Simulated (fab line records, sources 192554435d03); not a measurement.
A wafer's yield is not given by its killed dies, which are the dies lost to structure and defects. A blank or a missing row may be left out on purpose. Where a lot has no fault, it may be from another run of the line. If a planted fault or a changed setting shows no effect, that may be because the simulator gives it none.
fab line records | flow n5_finfet | part 2 of 2: steps 5 to 6 of 6
record: lots: 22 wafers: 66 last_day: 17
route steps=1938 shown MOL_CONTACT_COAG@605 BEOL_M0_SAQP@636
lots that met no fault: taken from a fault-free run of the same line
start_h: start of the lot's first displayed wafer, in hours after the record's first day | wait_h: time in hours since the lot's previous step | " identical to the entry in the row above | L1.1+2: a row that stands for several wafers | - value missing, or start not given | * or withheld: withheld | < > ~ a bound
route shown NAME@n: NAME is a module with steps in the file, n the number in the route of the first one | usual: average and standard deviation across the fault-free wafers | same: alike in all rows | chamber/n: place in a boat | sites: the reading at each site | _std_site: the standard deviation of these | _edge_site: outer sites' mean less inner sites' | radius_mm: how far each site lies from the wafer's centre | mask NAME#n: copy n | behind: the last tool/chamber to shape the wafer | hold: why the lot was held/for how many hours/how that ended | device: which transistor (n, p or np) failed to switch | end of line: the same wafers' tests at the end of the route | a step with no rows: only its recipe | killed: dies lost to structure and defects at the first sort, not the wafer's yield | map: a wafer's dies, x killed, . not, _ none there
set.NAME: the run value of the setting; set.NAME@STEP: its run value at that earlier step | model.NAME: the simulator's own value behind a step, which no gauge read
a sample of lots followed through the steps of the route, with each step as a table and each wafer as a row
services: the hour from which a tool's chamber was out of use, counted from the record's first day as start_h (under 0 if before that day), plus the number of hours and why
== steps ==
step: N5_BEOL_M0_SAQP_MANDREL2_REMOVE_110
recipe: chemistry: HBr/Cl2/O2 bt_time_s: 10 target: a-Si stop_on: SiCN endpoint: OES-SiCl over_etch_frac: 1 icp_w: 600 bias_w: 30 HBr_flow_sccm: 150 Cl2_flow_sccm: 80 O2_flow_sccm: 5 pressure_mtorr: 10
usual: drypump_motor_current_A: 5.7/0.63 oes_o_777_au: 1.01/0.037 oes_product_au: 1.004/0.02 throttle_valve_pct: 36.64/0.2
same: bt_time_s: 10 over_etch_frac: 1
columns lot.wafer tool chamber start_h wait_h drypump_motor_current_A oes_o_777_au oes_product_au rf_hours_counter_h throttle_valve_pct
L074.2 rie_si-01 1 116.99 0.1 5.8 0.99 0.988 156 36.57
L074.3 " 3 " " 5.6 1.03 1.031 119 36.54
L074.4 " 0 " " 6.4 1.06 0.988 137 36.14
L075.1 rie_si-04 1 121.99 0.1 6.2 1.00 1.026 57 36.62
L075.4 " 2 " " 5.7 1.02 1.017 59 36.77
L075.5 " 1 " " 6.2 1.01 1.021 - 36.62
L076.3 rie_si-04 3 124.48 0.1 4.8 1.00 1.007 150 36.79
L076.5 " 0 " " 5.5 1.05 1.024 - 36.44
L076.6 " 1 " " 6.2 1.01 1.021 - 36.61
L077.2 rie_si-02 1 127.88 0.1 4.9 0.97 1.013 5 36.81
L077.3 " 2 " " 6.6 1.05 1.011 158 36.88
L077.4 " 3 " " 4.9 0.94 0.958 109 36.56
L078.1 rie_si-01 2 133.15 0.1 5.3 1.04 1.015 8 36.73
L078.4 " 1 " " 5.8 1.00 0.987 156 36.57
L078.5 " 0 " " 6.4 1.04 0.992 - 36.15
L079.1 rie_si-02 1 140.21 0.1 4.9 0.97 1.026 5 36.83
L079.4 " 2 " " 6.6 1.04 1.016 158 36.90
L079.6 " 3 " " 4.8 0.95 0.958 - 36.57
L080.3 rie_si-02 3 144.11 0.1 4.9 0.95 0.959 109 36.58
L080.4 " 2 " " 6.6 1.05 1.012 158 36.89
L080.5 " 0 " " 6.2 0.99 0.985 - 36.75
L082.1 rie_si-02 2 160.98 0.1 6.6 1.04 1.016 159 36.90
L082.4 " 1 " " 4.9 0.98 1.019 6 36.81
L082.6 " 2 " " 6.6 1.05 1.024 - 36.90
L083.1 rie_si-04 0 164.26 0.1 5.6 1.05 1.016 28 36.45
L083.4 " 2 " " 5.8 1.01 1.012 60 36.79
L083.5 " 3 " " 4.7 0.99 1.010 - 36.77
L084.1 rie_si-01 2 179.32 0.1 5.3 1.04 1.014 9 36.73
L084.2 " 3 " " 5.6 1.03 1.026 120 36.56
L084.6 " 3 " " 5.6 1.04 1.025 - 36.55
L085.3 rie_si-02 1 181.84 0.1 4.9 0.97 1.010 6 36.83
L085.5 " 3 " " 4.9 0.94 0.967 - 36.58
L085.6 " 0 " " 6.2 0.98 0.988 - 36.74
L086.1 rie_si-02 1 193.21 0.1 5.0 0.97 1.025 6 36.82
L086.5 " 1 " " 4.9 0.98 1.023 - 36.81
L086.6 " 2 " " 6.6 1.04 1.014 - 36.91
L087.1 rie_si-01 0 197.05 0.1 6.4 1.05 0.995 138 36.15
L087.2 " 1 " " 5.8 0.99 0.988 157 36.58
L087.3 " 3 " " 5.6 1.04 1.043 121 36.57
L088.2 rie_si-04 1 197.52 0.1 6.2 1.01 1.024 58 36.62
L088.5 " 2 " " 5.7 1.02 1.005 - 36.80
L088.6 " 3 " " 4.8 0.99 1.012 - 36.77
L089.1 rie_si-02 2 201.64 0.1 6.6 1.04 1.014 159 36.89
L089.4 " 3 " " 4.8 0.94 0.970 110 36.57
L089.6 " 2 " " 6.6 1.04 1.014 - 36.90
L091.1 rie_si-01 2 214.10 0.1 5.3 1.05 1.004 9 36.71
L091.2 " 1 " " 5.9 0.99 0.991 157 36.59
L091.3 " 3 " " 5.6 1.03 1.020 121 36.56
L092.2 rie_si-01 1 222.41 0.1 5.8 1.00 1.002 158 36.58
L092.4 " 2 " " 5.3 1.04 1.013 9 36.73
L092.5 " 2 " " 5.3 1.03 1.010 - 36.71
L093.1 rie_si-02 3 225.86 0.1 4.9 0.94 0.967 111 36.57
L093.5 " 0 " " 6.2 0.99 0.988 - 36.76
L093.6 " 3 " " 4.9 0.94 0.962 - 36.59
L094.1 rie_si-02 2 233.30 0.1 6.6 1.04 1.014 160 36.88
L094.3 " 3 " " 4.9 0.94 0.964 111 36.57
L094.4 " 0 " " 6.2 0.99 1.003 171 36.74
L095.2 rie_si-02 2 237.10 0.1 6.6 1.04 1.015 160 36.89
L095.4 " 0 " " 6.2 1.00 1.004 171 36.74
L095.5 " 2 " " 6.5 1.05 1.017 - 36.89
L096.1 rie_si-01 0 247.55 0.1 6.4 1.06 1.010 139 36.16
L096.3 " 2 " " 5.3 1.04 1.010 10 36.72
L096.6 " 3 " " 5.6 1.04 1.033 - 36.54
L097.3 rie_si-01 1 250.15 0.1 5.9 1.01 0.990 158 36.58
L097.4 " 3 " " 5.6 1.03 1.035 122 36.55
L097.6 " 1 " " 5.8 0.99 1.001 - 36.56
step: N5_BEOL_M0_SAQP_ETCH_73
recipe: chemistry: CF4 target: SiARC target_depth_a: 195 mask_material: CAR-EUV time_s: 32.5 ion_energy_ev: 80 pressure_mtorr: 40 source_w: 545 bias_w: 36 Ar_flow_sccm: 100 cf4_flow_sccm: 100 ends: cleared
usual: drypump_motor_current_A: 5.6/0.53 etch_rf_on_time_s: 32.3/0.52 mfc_ar_sccm: 100.0/0.33 oes_product_au: 0.70/0.075 rf_vpp_V: 184.5/1.2 showerhead_plenum_p_Torr: 2.17/0.065 throttle_valve_pct: 15.53/0.24
columns lot.wafer tool chamber start_h wait_h drypump_motor_current_A etch_rf_on_time_s mfc_ar_sccm oes_product_au rf_hours_counter_h rf_vpp_V showerhead_plenum_p_Torr throttle_valve_pct
L074.2 rie_diel-03 0 117.77 0.0 5.7 33.1 100.0 0.86 0 183.0 2.11 14.99
L074.3 " 1 " " 6.6 32.7 100.1 0.63 182 184.5 2.21 15.66
L074.4 " 2 " " 6.4 32.3 100.2 0.78 20 184.7 2.27 15.36
L075.1 rie_diel-02 0 122.70 0.0 6.1 32.2 99.4 0.68 127 184.6 2.23 15.24
L075.4 " 3 " " 4.9 32.6 99.8 0.60 216 186.4 2.20 15.84
L075.5 " 3 " " 4.9 32.7 100.1 0.60 - 184.8 2.20 15.82
L076.3 rie_diel-03 0 125.08 0.0 5.6 33.0 99.7 0.85 1 183.2 2.11 15.01
L076.5 " 0 " " 5.6 33.5 99.5 0.84 - 182.2 2.10 14.99
L076.6 " 1 " " 6.6 33.3 100.2 0.63 - 185.5 2.21 15.66
L077.2 rie_diel-03 0 128.63 0.0 5.7 33.0 100.1 0.84 3 182.5 2.10 15.00
L077.3 " 3 " " 5.8 31.4 100.0 0.82 10 183.7 2.19 15.38
L077.4 " 1 " " 6.6 32.7 100.1 0.64 184 185.5 2.21 15.66
L078.1 rie_diel-01 3 134.58 0.0 5.5 31.9 100.1 0.79 27 185.4 2.19 15.49
L078.4 " 0 " " 5.8 31.7 99.0 0.74 35 184.5 2.27 15.64
L078.5 " 0 " " 5.8 31.6 100.0 0.74 - 185.2 2.27 15.62
L079.1 rie_diel-01 1 140.81 0.0 5.7 31.9 100.3 0.68 124 183.1 2.16 15.51
L079.4 " 1 " " 5.7 32.2 100.0 0.68 - 184.7 2.16 15.51
L079.6 " 0 " " 5.8 32.2 100.1 0.75 - 185.6 2.27 15.63
L080.3 rie_diel-01 1 144.70 0.0 5.7 32.0 99.8 0.68 125 185.7 2.16 15.53
L080.4 " 2 " " 4.9 31.7 100.7 0.72 - 183.2 2.08 15.30
L080.5 " 0 " " 5.8 32.1 100.5 0.74 - 185.7 2.27 15.63
L082.1 rie_diel-01 1 161.57 0.0 5.7 31.6 100.4 0.68 131 184.4 2.15 15.56
L082.4 " 3 " " 5.5 32.8 100.0 0.76 30 185.5 2.19 15.50
L082.6 " 0 " " 5.8 31.9 99.8 0.74 - 185.8 2.27 15.64
L083.1 rie_diel-02 3 164.85 0.0 4.9 32.9 100.6 0.59 230 184.3 2.20 15.86
L083.4 " 1 " " 5.8 32.6 99.8 0.59 236 183.5 2.11 16.08
L083.5 " 1 " " 5.8 32.7 99.7 0.59 - 182.5 2.11 16.07
L084.1 rie_diel-01 3 180.04 0.0 5.5 32.9 99.9 0.75 35 184.1 2.19 15.49
L084.2 " 0 " " 5.8 32.4 100.2 0.73 49 185.5 2.27 15.68
L084.6 " 3 " " 5.5 32.7 99.9 0.75 - 184.4 2.19 15.48
L085.3 rie_diel-02 0 182.43 0.0 6.1 32.0 99.7 0.65 143 185.6 2.22 15.26
L085.5 " 0 " " 6.1 32.0 100.1 0.66 - 184.7 2.22 15.25
L085.6 " 3 " " 4.9 32.4 99.7 0.58 - 182.0 2.20 15.86
L086.1 rie_diel-03 2 194.03 0.0 6.4 32.0 99.9 0.74 42 186.0 2.26 15.41
L086.5 " 2 " " 6.4 32.3 100.4 0.75 - 186.9 2.27 15.42
L086.6 " 1 " " 6.6 32.7 100.3 0.62 - 186.3 2.20 15.70
L087.1 rie_diel-01 0 197.72 0.0 5.8 32.5 99.8 0.72 53 187.2 2.26 15.65
L087.2 " 3 " " 5.5 33.0 100.5 0.75 39 186.1 2.19 15.51
L087.3 " 1 " " 5.7 32.0 99.7 0.67 140 185.8 2.15 15.57
L088.2 rie_diel-01 0 198.14 0.0 5.8 32.1 99.5 0.72 53 186.5 2.26 15.66
L088.5 " 3 " " 5.5 32.4 100.8 0.76 - 186.7 2.19 15.50
L088.6 " 0 " " 5.8 31.9 99.8 0.72 - 184.6 2.26 15.66
L089.1 rie_diel-02 1 202.23 0.0 5.8 32.4 100.1 0.59 248 184.2 2.11 16.10
L089.4 " 2 " " 5.0 31.9 100.0 0.69 89 182.7 2.08 15.60
L089.6 " 3 " " 4.9 33.1 99.9 0.58 - 184.4 2.20 15.86
L091.1 rie_diel-02 0 214.99 0.0 6.1 32.2 99.8 0.65 152 184.1 2.22 15.26
L091.2 " 2 " " 5.1 32.1 99.5 0.69 93 182.3 2.08 15.61
L091.3 " 3 " " 4.9 32.9 99.7 0.58 245 184.6 2.19 15.89
L092.2 rie_diel-01 0 223.17 0.0 5.8 32.1 100.1 0.71 60 185.1 2.26 15.70
L092.4 " 2 " " 4.9 31.2 99.8 0.71 93 181.8 2.07 15.35
L092.5 " 3 " " 5.5 32.6 100.4 0.74 - 184.5 2.18 15.52
L093.1 rie_diel-02 2 226.45 0.0 5.1 32.6 100.1 0.68 96 183.7 2.08 15.64
L093.5 " 3 " " 4.9 33.3 100.3 0.57 - 185.2 2.19 15.90
L093.6 " 0 " " 6.1 32.7 100.3 0.64 - 185.0 2.22 15.27
L094.1 rie_diel-02 0 234.03 0.0 6.1 32.4 100.4 0.64 159 185.2 2.22 15.29
L094.3 " 3 " " 4.9 33.0 99.7 0.57 251 184.9 2.19 15.90
L094.4 " 3 " " 4.9 32.9 100.2 0.58 - 183.8 2.19 15.92
L095.2 rie_diel-02 2 237.69 0.0 5.1 32.2 99.9 0.68 101 183.6 2.08 15.63
L095.4 " 3 " " 4.9 32.8 100.1 0.58 252 185.2 2.19 15.90
L095.5 " 1 " " 5.8 32.6 100.5 0.86 - 184.8 2.11 15.58
L096.1 rie_diel-03 1 248.14 0.0 6.5 32.9 100.7 0.61 222 184.9 2.20 15.74
L096.3 " 2 " " 6.4 32.6 100.5 0.72 57 186.2 2.26 15.45
L096.6 " 2 " " 6.4 32.4 100.0 0.73 - 185.7 2.26 15.43
L097.3 rie_diel-02 3 250.90 0.0 4.9 33.4 100.9 0.57 257 184.7 2.19 15.91
L097.4 " 1 " " 5.8 32.6 100.4 0.82 4 184.4 2.11 15.61
L097.6 " 1 " " 5.8 32.5 99.9 0.83 - 184.6 2.11 15.60
== services ==
columns tool chamber start_h hours kind
rie_diel-02 3 88.48 5.4 repair
pecvd-02 2 97.22 16.3 repair
rie_si-02 2 101.70 3.4 repair
rie_diel-04 1 104.02 9.3 repair
pecvd-04 - 121.24 0.4 repair
rie_si-01 3 121.54 2.4 repair
rie_si-01 0 122.46 1.1 repair
rie_diel-05 2 132.80 6.0 repair
rie_diel-01 3 135.89 14.2 repair
rie_diel-02 0 141.71 3.3 repair
pecvd-01 - 145.65 1.2 repair
rie_diel-03 3 151.46 4.3 repair
pecvd-01 - 154.03 5.5 pm
rie_si-01 - 157.55 4.3 pm
rie_diel-03 2 170.31 8.0 repair
pecvd-02 - 189.03 6.0 pm
rie_si-02 2 197.34 4.0 repair
rie_diel-03 3 214.67 3.1 repair
rie_diel-01 0 216.59 1.2 repair
rie_diel-02 - 219.04 0.7 repair
rie_diel-03 2 224.91 9.3 repair
rie_si-01 0 225.56 1.0 repair
rie_diel-03 0 240.51 12.8 repair
rie_si-02 - 241.90 14.6 pm
